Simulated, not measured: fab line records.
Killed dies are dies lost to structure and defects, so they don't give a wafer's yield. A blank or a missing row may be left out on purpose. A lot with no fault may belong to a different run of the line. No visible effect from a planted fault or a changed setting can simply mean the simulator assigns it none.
Which tool is to blame? | flow n5Finfet | 66 wafers from 22 lots sampled at 6 of the route's 1938 steps

WHAT THE GAUGES SHOWED, per wafer
Not one reading of a measure or inspect step in the record can be checked against a usual standard deviation.

WHICH TOOL RAN EACH LOT (tool, then ch and the chambers of the sampled wafers, then the start)
lot  | N5_STI_FIN_REVEAL_ALD_00        | N5_DUMMY_GATE_DESCUM_20          | N5_DUMMY_GATE_TRIM_49          | N5_DUMMY_GATE_ETCH_31            | N5_DUMMY_GATE_STRIP_41           | N5_DUMMY_GATE_ETCH_23
L074 | aldSin-02 ch 0,1, day 2 03:45   | rieDiel-03 ch 0,2,3, day 2 22:13 | rieSi-06 ch 1,2,3, day 2 22:27 | rieDiel-03 ch 0,2,3, day 2 22:38 | rieDiel-03 ch 0,2,3, day 2 22:41 | rieSi-04 ch 0,1,2, day 2 22:56
L075 | aldSin-01 ch 0,1,3, day 2 10:40 | rieDiel-05 ch 2,3, day 3 04:59   | rieSi-04 ch 0,1,3, day 3 05:13 | rieDiel-06 ch 0,3, day 3 05:25   | rieDiel-06 ch 0,3, day 3 05:28   | rieSi-01 ch 0,1,2, day 3 05:41
L076 | aldSin-02 ch 0,2,3, day 2 18:34 | rieDiel-03 ch 1,3, day 3 12:10   | rieSi-01 ch 0,2,3, day 3 12:23 | rieDiel-06 ch 0,1, day 3 12:43   | rieDiel-06 ch 0,1, day 3 12:46   | rieSi-04 ch 1,3, day 3 12:59
L077 | aldSin-03 ch 1,2,3, day 2 22:02 | rieDiel-05 ch 0,2,3, day 3 15:58 | rieSi-01 ch 0,1, day 3 16:13   | rieDiel-03 ch 0,1,3, day 3 16:25 | rieDiel-03 ch 0,1,3, day 3 16:28 | rieSi-06 ch 2,3, day 3 16:42
L078 | aldSin-01 ch 0,1,2, day 3 03:48 | rieDiel-05 ch 1,2,3, day 3 22:01 | rieSi-01 ch 1,2, day 3 22:15   | rieDiel-06 ch 2,3, day 3 22:26   | rieDiel-06 ch 2,3, day 3 22:29   | rieSi-04 ch 1,2, day 3 22:43
L079 | aldSin-03 ch 0,3, day 3 10:59   | rieDiel-05 ch 1,2, day 4 04:21   | rieSi-04 ch 0,1,2, day 4 04:34 | rieDiel-03 ch 2,3, day 4 04:51   | rieDiel-03 ch 2,3, day 4 04:54   | rieSi-06 ch 0,1,2, day 4 05:08
L080 | aldSin-02 ch 2,3, day 3 17:32   | rieDiel-06 ch 0,2,3, day 4 12:46 | rieSi-06 ch 0,2,3, day 4 13:00 | rieDiel-05 ch 1,2,3, day 4 13:12 | rieDiel-05 ch 1,2,3, day 4 13:14 | rieSi-01 ch 2,3, day 4 13:28
L081 | aldSin-02 ch 1,2,3, day 3 21:33 | rieDiel-03 ch 0,1,2, day 4 16:58 | rieSi-04 ch 0,1,3, day 4 17:12 | rieDiel-06 ch 0,1,2, day 4 17:31 | rieDiel-06 ch 0,1,2, day 4 17:34 | rieSi-06 ch 0,3, day 4 17:48
L083 | aldSin-01 ch 0,1,3, day 4 09:46 | rieDiel-06 ch 0,2, day 5 03:14   | rieSi-06 ch 0,3, day 5 03:27   | rieDiel-05 ch 0,1, day 5 03:47   | rieDiel-05 ch 0,1, day 5 03:50   | rieSi-01 ch 0,3, day 5 04:04
L084 | aldSin-02 ch 0,2,3, day 4 16:01 | rieDiel-03 ch 0,1,3, day 5 09:38 | rieSi-01 ch 0,2, day 5 09:52   | rieDiel-05 ch 1,2,3, day 5 10:04 | rieDiel-05 ch 1,2,3, day 5 10:07 | rieSi-06 ch 0,2, day 5 10:20
L085 | aldSin-02 ch 0,2,3, day 4 22:28 | rieDiel-03 ch 1,3, day 5 15:47   | rieSi-04 ch 0,1,2, day 5 16:01 | rieDiel-05 ch 0,2, day 5 16:19   | rieDiel-05 ch 0,2, day 5 16:22   | rieSi-01 ch 2,3, day 5 16:36
L086 | aldSin-03 ch 0,1,2, day 5 05:09 | rieDiel-06 ch 1,2,3, day 6 00:13 | rieSi-04 ch 0,2, day 6 00:26   | rieDiel-06 ch 0,2,3, day 6 00:38 | rieDiel-06 ch 0,2,3, day 6 00:41 | rieSi-01 ch 0,1, day 6 00:55
L087 | aldSin-03 ch 0,1, day 5 11:26   | rieDiel-05 ch 0,1, day 6 04:47   | rieSi-01 ch 0,1,3, day 6 05:01 | rieDiel-06 ch 0,2,3, day 6 05:13 | rieDiel-06 ch 0,2,3, day 6 05:16 | rieSi-01 ch 1,2, day 6 05:29
L088 | aldSin-02 ch 0,2,3, day 5 16:34 | rieDiel-05 ch 0,2,3, day 6 09:58 | rieSi-01 ch 1,2,3, day 6 10:11 | rieDiel-05 ch 0,2,3, day 6 10:23 | rieDiel-05 ch 0,2,3, day 6 10:25 | rieSi-06 ch 0,1,2, day 6 10:40
L089 | aldSin-01 ch 0,2,3, day 5 23:06 | rieDiel-03 ch 0,2,3, day 6 17:04 | rieSi-04 ch 0,1,3, day 6 17:17 | rieDiel-06 ch 0,1,3, day 6 17:48 | rieDiel-06 ch 0,1,3, day 6 17:51 | rieSi-04 ch 1,2,3, day 6 18:05
L090 | aldSin-02 ch 1,2,3, day 6 03:57 | rieDiel-06 ch 0,1,2, day 6 21:51 | rieSi-01 ch 0,1, day 6 22:05   | rieDiel-06 ch 1,2,3, day 6 22:21 | rieDiel-06 ch 1,2,3, day 6 22:24 | rieSi-04 ch 0,2,3, day 6 22:38
L091 | aldSin-01 ch 0,1,2, day 6 09:48 | rieDiel-03 ch 2,3, day 7 03:36   | rieSi-01 ch 1,2,3, day 7 03:49 | rieDiel-03 ch 0,3, day 7 04:01   | rieDiel-03 ch 0,3, day 7 04:04   | rieSi-04 ch 1,2,3, day 7 04:18
L093 | aldSin-03 ch 0,1,3, day 6 22:01 | rieDiel-03 ch 0,3, day 7 16:30   | rieSi-06 ch 1,2,3, day 7 16:43 | rieDiel-05 ch 2,3, day 7 16:55   | rieDiel-05 ch 2,3, day 7 16:58   | rieSi-04 ch 1,3, day 7 17:12
L094 | aldSin-01 ch 1,2,3, day 7 03:56 | rieDiel-05 ch 0,2,3, day 7 21:28 | rieSi-04 ch 0,1,3, day 7 21:41 | rieDiel-06 ch 0,1,2, day 7 21:53 | rieDiel-06 ch 0,1,2, day 7 21:56 | rieSi-06 ch 2,3, day 7 22:10
L095 | aldSin-02 ch 0,1,3, day 7 09:44 | rieDiel-05 ch 2,3, day 8 02:59   | rieSi-06 ch 0,1,2, day 8 03:13 | rieDiel-03 ch 0,1, day 8 03:25   | rieDiel-03 ch 0,1, day 8 03:28   | rieSi-01 ch 0,1,2, day 8 03:41
L096 | aldSin-01 ch 2,3, day 7 16:01   | rieDiel-05 ch 0,2, day 8 12:04   | rieSi-04 ch 0,2, day 8 12:17   | rieDiel-06 ch 0,3, day 8 12:29   | rieDiel-06 ch 0,3, day 8 12:32   | rieSi-06 ch 0,1,3, day 8 12:46
L097 | aldSin-02 ch 0,1,2, day 7 22:04 | rieDiel-06 ch 1,2,3, day 8 17:26 | rieSi-04 ch 1,2,3, day 8 17:39 | rieDiel-05 ch 0,1,2, day 8 17:51 | rieDiel-05 ch 0,1,2, day 8 17:54 | rieSi-06 ch 1,2,3, day 8 18:08
- N5_STI_FIN_REVEAL_ALD_00: deposits SiO2, target thk 1 nm, pulse time 1 s.
- N5_DUMMY_GATE_DESCUM_20: chemistry O2, time 6.2 s.
- N5_DUMMY_GATE_TRIM_49: chemistry O2, time 29 s, target cd 14 nm.
- N5_DUMMY_GATE_ETCH_31: etches SiO2 in C4F6/O2, target depth 82.5 nm, time 27.5 s.
- N5_DUMMY_GATE_STRIP_41: strips in O2.
- N5_DUMMY_GATE_ETCH_23: etches poly-Si in HBr/Cl2/O2, target depth 41 nm, time 22.3 s.

WHAT THE TOOLS THEMSELVES READ (means of the sampled wafers that have a number; where no wafer has one, the mark that the record gives instead)
N5_STI_FIN_REVEAL_ALD_00. Usual: heaterPowerW 478 W, standard deviation 39; precursorPulseHeightRel 0.999, standard deviation 0.021.
lot  | tool      | heaterPowerW (W) | precursorPulseHeightRel | flag
L074 | aldSin-02 | 516              | 1.014                   | 
L075 | aldSin-01 | 493              | 0.999                   | 
L076 | aldSin-02 | 502              | 0.986                   | 
L077 | aldSin-03 | 446              | 0.999                   | 
L078 | aldSin-01 | 485              | 1.006                   | 
L079 | aldSin-03 | 434              | 0.994                   | 
L080 | aldSin-02 | 474              | 0.996                   | 
L081 | aldSin-02 | 477              | 1.001                   | 
L083 | aldSin-01 | 494              | 0.998                   | 
L084 | aldSin-02 | 505              | 1.002                   | 
L085 | aldSin-02 | 504              | 1.006                   | 
L086 | aldSin-03 | 449              | 0.992                   | 
L087 | aldSin-03 | 441              | 1.002                   | 
L088 | aldSin-02 | 501              | 0.984                   | 
L089 | aldSin-01 | 464              | 0.983                   | 
L090 | aldSin-02 | 480              | 0.990                   | 
L091 | aldSin-01 | 494              | 0.993                   | 
L093 | aldSin-03 | 432              | 0.979                   | 
L094 | aldSin-01 | 464              | 1.013                   | 
L095 | aldSin-02 | 488              | 0.993                   | 
L096 | aldSin-01 | 459              | 0.998                   | 
L097 | aldSin-02 | 516              | 1.004                   | 

N5_DUMMY_GATE_DESCUM_20. Usual: drypumpMotorCurrentA 5.7 A, standard deviation 0.48; oesProductAu 0.81 a.u., standard deviation 0.078; rfVppV 243.3 V, standard deviation 1.3; showerheadPlenumPTorr 2.10 Torr, standard deviation 0.064; throttleValvePct 20.31 %, standard deviation 0.19.
lot  | tool       | drypumpMotorCurrentA (A) | oesProductAu (a.u.) | rfVppV (V) | showerheadPlenumPTorr (Torr) | throttleValvePct (%) | flag
L074 | rieDiel-03 | 5.6                      | 0.83                | 243.6      | 2.11                         | 20.17                | 
L075 | rieDiel-05 | 5.2                      | 0.91                | 243.9      | 2.14                         | 20.24                | 
L076 | rieDiel-03 | 5.3                      | 0.95                | 243.3      | 2.10                         | 20.14                | 
L077 | rieDiel-05 | 5.5                      | 0.83                | 243.5      | 2.12                         | 20.38                | 
L078 | rieDiel-05 | 5.8                      | 0.81                | 243.0      | 2.11                         | 20.37                | 
L079 | rieDiel-05 | 5.4                      | 0.84                | 243.0      | 2.11                         | 20.29                | 
L080 | rieDiel-06 | 5.9                      | 0.79                | 244.6      | 2.16                         | 20.35                | 
L081 | rieDiel-03 | 5.7                      | 0.84                | 242.7      | 2.05                         | 20.10                | 
L083 | rieDiel-06 | 5.9                      | 0.78                | 244.6      | 2.16                         | 20.31                | 
L084 | rieDiel-03 | 5.3                      | 0.85                | 243.8      | 2.12                         | 20.22                | 
L085 | rieDiel-03 | 5.3                      | 0.90                | 243.3      | 2.10                         | 20.16                | 
L086 | rieDiel-06 | 5.8                      | 0.79                | 242.4      | 2.08                         | 20.46                | 
L087 | rieDiel-05 | 5.9                      | 0.70                | 242.3      | 2.08                         | 20.59                | 
L088 | rieDiel-05 | 5.5                      | 0.80                | 243.3      | 2.11                         | 20.41                | 
L089 | rieDiel-03 | 5.6                      | 0.80                | 244.0      | 2.10                         | 20.22                | 
L090 | rieDiel-06 | 5.8                      | 0.78                | 243.1      | 2.08                         | 20.43                | 
L091 | rieDiel-03 | 5.8                      | 0.78                | 242.6      | 2.07                         | 20.14                | 
L093 | rieDiel-03 | 5.4                      | 0.79                | 243.5      | 2.13                         | 20.32                | 
L094 | rieDiel-05 | 5.5                      | 0.79                | 242.7      | 2.11                         | 20.41                | 
L095 | rieDiel-05 | 5.7                      | 0.80                | 244.4      | 2.12                         | 20.37                | 
L096 | rieDiel-05 | 5.1                      | 0.81                | 243.9      | 2.11                         | 20.36                | 
L097 | rieDiel-06 | 5.7                      | 0.77                | 243.1      | 2.07                         | 20.49                | 

N5_DUMMY_GATE_TRIM_49. Usual: drypumpMotorCurrentA 5.8 A, standard deviation 0.4; heBacksideLeakSccm 2.8 sccm, standard deviation 0.32; oesProductAu 0.993 a.u., standard deviation 0.022; throttleValvePct 8.10 %, standard deviation 0.11.
lot  | tool     | drypumpMotorCurrentA (A) | heBacksideLeakSccm (sccm) | oesProductAu (a.u.) | throttleValvePct (%) | flag
L074 | rieSi-06 | 5.3                      | 3.0                       | 0.978               | 8.20                 | 
L075 | rieSi-04 | 6.1                      | 2.9                       | 1.027               | 8.14                 | 
L076 | rieSi-01 | 5.9                      | 2.6                       | 0.982               | 8.00                 | 
L077 | rieSi-01 | 5.5                      | 3.0                       | 0.988               | 8.01                 | 
L078 | rieSi-01 | 5.5                      | 2.9                       | 0.991               | 8.05                 | 
L079 | rieSi-04 | 5.8                      | 2.9                       | 1.002               | 8.17                 | 
L080 | rieSi-06 | 5.1                      | 2.6                       | 0.994               | 8.12                 | 
L081 | rieSi-04 | 6.2                      | 2.9                       | 1.023               | 8.14                 | 
L083 | rieSi-06 | 5.4                      | 2.7                       | 0.989               | 8.11                 | 
L084 | rieSi-01 | 5.7                      | 2.4                       | 0.977               | 8.01                 | 
L085 | rieSi-04 | 5.8                      | 2.8                       | 1.010               | 8.18                 | 
L086 | rieSi-04 | 5.6                      | 2.9                       | 0.995               | 8.24                 | 
L087 | rieSi-01 | 5.8                      | 2.9                       | 0.983               | 7.99                 | 
L088 | rieSi-01 | 5.7                      | 2.8                       | 0.988               | 8.04                 | 
L089 | rieSi-04 | 6.1                      | 2.9                       | 1.026               | 8.15                 | 
L090 | rieSi-01 | 5.5                      | 3.0                       | 0.978               | 8.01                 | 
L091 | rieSi-01 | 5.7                      | 2.7                       | 0.981               | 8.04                 | 
L093 | rieSi-06 | 5.3                      | 3.0                       | 0.984               | 8.21                 | 
L094 | rieSi-04 | 6.1                      | 2.8                       | 1.026               | 8.14                 | 
L095 | rieSi-06 | 5.5                      | 2.7                       | 0.993               | 8.17                 | 
L096 | rieSi-04 | 5.8                      | 2.7                       | 1.015               | 8.26                 | 
L097 | rieSi-04 | 5.9                      | 2.9                       | 1.010               | 8.12                 | 

N5_DUMMY_GATE_ETCH_31. Usual: drypumpMotorCurrentA 5.7 A, standard deviation 0.42; oesProductAu 0.79 a.u., standard deviation 0.063; rfVppV 667 V, standard deviation 13; showerheadPlenumPTorr 2.86 Torr, standard deviation 0.11; throttleValvePct 21.10 %, standard deviation 0.18.
lot  | tool       | drypumpMotorCurrentA (A) | oesProductAu (a.u.) | rfVppV (V) | showerheadPlenumPTorr (Torr) | throttleValvePct (%) | flag
L074 | rieDiel-03 | 5.6                      | 0.81                | 669        | 2.87                         | 20.91                | 
L075 | rieDiel-06 | 5.8                      | 0.79                | 676        | 2.96                         | 20.93                | 
L076 | rieDiel-06 | 5.8                      | 0.80                | 670        | 2.85                         | 20.92                | 
L077 | rieDiel-03 | 5.3                      | 0.88                | 658        | 2.89                         | 20.95                | 
L078 | rieDiel-06 | 5.9                      | 0.81                | 661        | 2.93                         | 21.32                | 
L079 | rieDiel-03 | 5.4                      | 0.83                | 658        | 2.92                         | 21.03                | 
L080 | rieDiel-05 | 5.8                      | 0.80                | 672        | 2.87                         | 21.14                | 
L081 | rieDiel-06 | 5.8                      | 0.80                | 665        | 2.82                         | 21.11                | 
L083 | rieDiel-05 | 5.9                      | 0.72                | 660        | 2.82                         | 21.24                | 
L084 | rieDiel-05 | 5.8                      | 0.79                | 672        | 2.86                         | 21.14                | 
L085 | rieDiel-05 | 5.1                      | 0.85                | 655        | 2.89                         | 21.15                | 
L086 | rieDiel-06 | 5.9                      | 0.78                | 668        | 2.94                         | 21.16                | 
L087 | rieDiel-06 | 5.9                      | 0.77                | 668        | 2.94                         | 21.14                | 
L088 | rieDiel-05 | 5.5                      | 0.80                | 662        | 2.87                         | 21.11                | 
L089 | rieDiel-06 | 5.7                      | 0.78                | 673        | 2.85                         | 21.06                | 
L090 | rieDiel-06 | 5.7                      | 0.79                | 666        | 2.83                         | 21.26                | 
L091 | rieDiel-03 | 5.4                      | 0.79                | 672        | 2.88                         | 20.97                | 
L093 | rieDiel-05 | 5.7                      | 0.81                | 671        | 2.87                         | 21.07                | 
L094 | rieDiel-06 | 5.8                      | 0.79                | 664        | 2.82                         | 21.16                | 
L095 | rieDiel-03 | 5.4                      | 0.85                | 652        | 2.80                         | 20.94                | 
L096 | rieDiel-06 | 5.8                      | 0.75                | 675        | 2.94                         | 20.98                | 
L097 | rieDiel-05 | 5.7                      | 0.84                | 663        | 2.84                         | 21.12                | 

N5_DUMMY_GATE_STRIP_41. Usual: drypumpMotorCurrentA 5.7 A, standard deviation 0.42; oesProductAu 0.79 a.u., standard deviation 0.063; rfVppV 3.7 V, standard deviation 0.48; showerheadPlenumPTorr 2.11 Torr, standard deviation 0.076; throttleValvePct 16.61 %, standard deviation 0.19.
lot  | tool       | drypumpMotorCurrentA (A) | oesProductAu (a.u.) | rfVppV (V) | showerheadPlenumPTorr (Torr) | throttleValvePct (%) | flag
L074 | rieDiel-03 | 5.5                      | 0.82                | 3.4        | 2.11                         | 16.43                | 
L075 | rieDiel-06 | 5.8                      | 0.78                | 3.9        | 2.19                         | 16.43                | 
L076 | rieDiel-06 | 5.8                      | 0.79                | 3.5        | 2.11                         | 16.50                | 
L077 | rieDiel-03 | 5.3                      | 0.88                | 4.0        | 2.13                         | 16.44                | 
L078 | rieDiel-06 | 6.0                      | 0.81                | 3.6        | 2.15                         | 16.74                | 
L079 | rieDiel-03 | 5.4                      | 0.84                | 3.8        | 2.15                         | 16.46                | 
L080 | rieDiel-05 | 5.8                      | 0.80                | 3.8        | 2.11                         | 16.63                | 
L081 | rieDiel-06 | 5.8                      | 0.80                | 4.2        | 2.09                         | 16.67                | 
L083 | rieDiel-05 | 5.9                      | 0.71                | 4.0        | 2.08                         | 16.83                | 
L084 | rieDiel-05 | 5.8                      | 0.80                | 3.5        | 2.11                         | 16.65                | 
L085 | rieDiel-05 | 5.1                      | 0.84                | 3.7        | 2.12                         | 16.57                | 
L086 | rieDiel-06 | 5.9                      | 0.77                | 3.7        | 2.16                         | 16.62                | 
L087 | rieDiel-06 | 5.9                      | 0.77                | 3.8        | 2.16                         | 16.61                | 
L088 | rieDiel-05 | 5.5                      | 0.80                | 3.4        | 2.12                         | 16.66                | 
L089 | rieDiel-06 | 5.7                      | 0.78                | 3.5        | 2.10                         | 16.58                | 
L090 | rieDiel-06 | 5.8                      | 0.78                | 3.8        | 2.08                         | 16.72                | 
L091 | rieDiel-03 | 5.4                      | 0.79                | 4.2        | 2.14                         | 16.56                | 
L093 | rieDiel-05 | 5.7                      | 0.81                | 3.7        | 2.12                         | 16.59                | 
L094 | rieDiel-06 | 5.9                      | 0.78                | 3.7        | 2.08                         | 16.70                | 
L095 | rieDiel-03 | 5.4                      | 0.85                | 4.3        | 2.06                         | 16.42                | 
L096 | rieDiel-06 | 5.8                      | 0.74                | 3.7        | 2.17                         | 16.51                | 
L097 | rieDiel-05 | 5.7                      | 0.83                | 3.6        | 2.09                         | 16.59                | 

N5_DUMMY_GATE_ETCH_23. Usual: drypumpMotorCurrentA 5.7 A, standard deviation 0.44; heBacksideLeakSccm 2.8 sccm, standard deviation 0.33; mfcCl2Sccm 79.98 sccm, standard deviation 0.22; oesProductAu 0.990 a.u., standard deviation 0.023; throttleValvePct 37.10 %, standard deviation 0.3.
lot  | tool     | drypumpMotorCurrentA (A) | heBacksideLeakSccm (sccm) | mfcCl2Sccm (sccm) | oesProductAu (a.u.) | throttleValvePct (%) | flag
L074 | rieSi-04 | 5.8                      | 2.8                       | 80.05             | 1.001               | 37.03                | 
L075 | rieSi-01 | 5.6                      | 2.7                       | 79.97             | 0.982               | 37.00                | 
L076 | rieSi-04 | 6.2                      | 2.9                       | 79.83             | 1.021               | 36.87                | 
L077 | rieSi-06 | 5.0                      | 2.6                       | 79.96             | 0.991               | 37.20                | 
L078 | rieSi-04 | 5.8                      | 3.2                       | 80.27             | 1.005               | 36.90                | 
L079 | rieSi-06 | 5.5                      | 2.8                       | 79.92             | 0.988               | 37.28                | 
L080 | rieSi-01 | 5.8                      | 2.4                       | 80.04             | 0.994               | 36.81                | 
L081 | rieSi-06 | 5.4                      | 2.7                       | 80.06             | 0.988               | 37.39                | 
L083 | rieSi-01 | 6.0                      | 2.6                       | 80.07             | 0.963               | 36.95                | 
L084 | rieSi-06 | 5.1                      | 2.4                       | 79.89             | 1.006               | 37.15                | 
L085 | rieSi-01 | 5.8                      | 2.5                       | 80.15             | 0.991               | 36.80                | 
L086 | rieSi-01 | 5.5                      | 3.0                       | 80.27             | 0.982               | 37.10                | 
L087 | rieSi-01 | 5.6                      | 2.6                       | 79.98             | 0.999               | 36.87                | 
L088 | rieSi-06 | 5.5                      | 2.6                       | 79.88             | 0.982               | 37.27                | 
L089 | rieSi-04 | 5.9                      | 2.8                       | 79.96             | 1.006               | 36.73                | 
L090 | rieSi-04 | 6.0                      | 2.8                       | 80.05             | 0.998               | 36.86                | 
L091 | rieSi-04 | 6.0                      | 2.8                       | 80.02             | 0.998               | 36.74                | 
L093 | rieSi-04 | 6.2                      | 3.0                       | 79.66             | 1.019               | 36.86                | 
L094 | rieSi-06 | 5.0                      | 2.9                       | 79.47             | 0.978               | 37.35                | 
L095 | rieSi-01 | 5.6                      | 2.7                       | 80.08             | 0.993               | 37.01                | 
L096 | rieSi-06 | 5.5                      | 2.9                       | 80.12             | 0.974               | 37.43                | 
L097 | rieSi-06 | 5.4                      | 3.0                       | 79.97             | 0.974               | 37.31                | 

THE ANSWER, worked out from the rows above alone
Rule: a lot is off if the mean of its wafers that have a number lies more than 3 standard deviations from the usual mean. A lot without any number at a reading at which 4 lots or more have one is off too. Any other lot the step has rows for is counted as sound. Order of review: gauges by route order, followed by the tools' own readings, for which a lot's mean as printed above is used. The first step at which some lot is off is used, and at that step the reading that is off furthest; a lot without a number counts as furthest.
No lot is off at any reading shown: from this, nothing can be told.

WHAT THE SIMULATOR HAD PUT IN
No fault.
